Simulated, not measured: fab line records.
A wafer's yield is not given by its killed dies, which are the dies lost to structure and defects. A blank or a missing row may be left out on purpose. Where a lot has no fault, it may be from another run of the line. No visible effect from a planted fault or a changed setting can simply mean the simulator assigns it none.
Chamber matching | flow n5-finfet | N5_BEOL_M1_STRIP_19 on rie-diel-05: 4 sister chambers
The step strips in O2. 14 wafers are shown with their chamber, then 7 later ones without.

== WAFERS PAIRED WITH THEIR CHAMBERS ==
wafer  | chamber | showerhead-plenum-p-Torr (Torr) | throttle-valve-pct (%) | oes-product-au (a.u.)
L074.1 | 1       | 1.98                            | 17.03                  | 0.71
L074.5 | 1       | 1.98                            | 17.02                  | 0.70
L074.6 | 2       | 2.07                            | 16.96                  | 0.70
L077.1 | 0       | 2.09                            | 16.40                  | 0.78
L077.2 | 3       | 2.19                            | 16.66                  | 0.76
L077.6 | 1       | 1.98                            | 17.05                  | 0.71
L083.1 | 3       | 2.19                            | 16.68                  | 0.75
L083.2 | 1       | 1.97                            | 17.07                  | 0.71
L083.6 | 1       | 1.97                            | 17.07                  | 0.70
L086.1 | 3       | 2.18                            | 16.69                  | 0.73
L086.3 | 0       | 2.08                            | 16.42                  | 0.76
L086.4 | 2       | 2.06                            | 17.00                  | 0.69
L093.1 | 0       | 2.08                            | 16.44                  | 0.75
L093.4 | 3       | 2.18                            | 16.72                  | 0.73

SIGNATURES (means of the wafers above)
reading                  | chamber 0 | chamber 1 | chamber 2 | chamber 3 | scatter within a chamber
showerhead-plenum-p-Torr | 2.0833    | 1.9760    | 2.0650    | 2.1850    | 0.0058
throttle-valve-pct       | 16.4200   | 17.0480   | 16.9800   | 16.6875   | 0.0236
oes-product-au           | 0.7633    | 0.7060    | 0.6950    | 0.7425    | 0.0115
Rule: for each reading, subtract the chamber's mean from the wafer's reading, divide by that reading's scatter and square the result; add these up over the readings and take the root, which gives the wafer's distance from the chamber. If the next closest chamber is less than 2 further off than the closest, the wafer can't be placed; otherwise it belongs to the closest. The scatter: take each reading less its chamber's mean, square it, sum over the shown wafers, divide by the number of wafers less the number of chambers, and take the root.

== WAFERS WITH NO CHAMBER GIVEN ==
wafer  | showerhead-plenum-p-Torr (Torr) | throttle-valve-pct (%) | oes-product-au (a.u.)
L093.6 | 2.08                            | 16.46                  | 0.75
L095.2 | 2.08                            | 16.47                  | 0.75
L095.3 | 2.23                            | 16.65                  | 0.92
L095.6 | 2.23                            | 16.65                  | 0.92
L097.3 | 2.08                            | 16.47                  | 0.74
L097.4 | 2.23                            | 16.67                  | 0.90
L097.6 | 2.08                            | 16.46                  | 0.75

== WHICH CHAMBER EACH ONE RAN IN ==
wafer  | from the rows above | in truth
L093.6 | 0                   | 0
L095.2 | 0                   | 0
L095.3 | 3                   | 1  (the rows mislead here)
L095.6 | 3                   | 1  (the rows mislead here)
L097.3 | 0                   | 0
L097.4 | 3                   | 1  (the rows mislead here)
L097.6 | 0                   | 0
Correct placement for 4 of the 7. Left unplaced by these rows: 0. Number placed wrongly: 3.
